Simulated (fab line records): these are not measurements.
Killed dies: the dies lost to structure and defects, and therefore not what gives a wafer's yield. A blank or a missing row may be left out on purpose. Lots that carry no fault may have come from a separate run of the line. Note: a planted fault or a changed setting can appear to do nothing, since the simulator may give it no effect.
Chamber matching    flow nand-harc    NHARC_A_SGD_CUT_DESCUM_14 on rie-diel-05 has 4 sister chambers
The step chemistry O2, time 3 s. 4 wafers are shown with their chamber, then 7 later ones without.

## WAFERS PAIRED WITH THEIR CHAMBERS
wafer   chamber  drypump-motor-current-A (A)
L161.4  1        6.4
L161.5  0        5.0
L163.6  3        5.7
L165.1  2        5.2

## WAFERS WITHOUT THEIR CHAMBER
wafer   drypump-motor-current-A (A)
L165.5  5.6
L173.1  6.5
L173.3  5.2
L173.6  5.2
L174.2  5.0
L174.5  5.7
L174.6  5.3

## CHAMBER TAKEN BY EACH
wafer   from the rows above  in truth
L165.5  3                    3
L173.1  1                    1
L173.3  2                    2
L173.6  2                    2
L174.2  0                    0
L174.5  3                    3
L174.6  2                    2
Correctly placed: 7 of 7. From these rows, 0 cannot be placed. Number placed wrongly: 0.
How it was worked out, from the rows above alone: a wafer's distance from a chamber is the root of the sum, over the readings, of the square of ((its reading less the chamber's mean) divided by the reading's scatter). If the next closest chamber is less than 2 further off than the closest, the wafer can't be placed; otherwise it belongs to the closest. Each chamber's mean is taken over the wafers shown for it. The scatter (one wafer shown for each chamber): square how far every hidden wafer sits from the nearest shown wafer, average those squares and take the square root.
